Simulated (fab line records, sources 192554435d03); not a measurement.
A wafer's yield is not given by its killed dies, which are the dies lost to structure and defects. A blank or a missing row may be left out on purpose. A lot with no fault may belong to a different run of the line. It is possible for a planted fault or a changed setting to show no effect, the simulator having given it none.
Matching of chambers ; flow n5_finfet ; pecvd-01 running N5_BEOL_M6_DEP_56: 3 sister chambers
The step deposits SiCN from 3MS/NH3, target thk 10 nm, time 17.5 s. 3 wafers are shown with their chamber, then 11 later ones without.

WAFERS PAIRED WITH THEIR CHAMBERS
wafer;chamber;throttle_valve_pct (%)
L092.1;0;8.1
L092.3;2;8.2
L092.4;1;8.5

WAFERS MISSING THEIR CHAMBER
wafer;throttle_valve_pct (%)
L092.5;8.2
L092.6;8.4
L094.1;8.1
L094.5;8.4
L094.6;8.7
L093.1;8.9
L093.4;8.8
L093.5;8.4
L097.1;8.5
L097.3;8.8
L097.5;8.6

WHICH CHAMBER EACH ONE RAN IN
wafer;from the rows above;in truth
L092.5;can't be placed: 2 or 0 or 1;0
L092.6;can't be placed: 1 or 2 or 0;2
L094.1;can't be placed: 0 or 2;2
L094.5;can't be placed: 1 or 2 or 0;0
L094.6;can't be placed: 1 or 2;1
L093.1;can't be placed: 1 or 2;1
L093.4;can't be placed: 1 or 2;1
L093.5;can't be placed: 1 or 2 or 0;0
L097.1;can't be placed: 1 or 2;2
L097.3;can't be placed: 1 or 2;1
L097.5;can't be placed: 1 or 2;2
Correct placement for 0 of the 11. Can't be placed from these rows: 11 (the true chamber is among the candidates in 11). Wrongly placed: 0.
How it was worked out, from the rows above alone: a wafer's distance from a chamber is the root of the sum, over the readings, of the square of ((its reading less the chamber's mean) divided by the reading's scatter). If the next closest chamber is less than 2 further off than the closest, the wafer can't be placed; otherwise it belongs to the closest. Each chamber's mean is taken over the wafers shown for it. The scatter: with one shown wafer a chamber, the root of the mean of the squares of how far each hidden wafer lies from its nearest shown one.
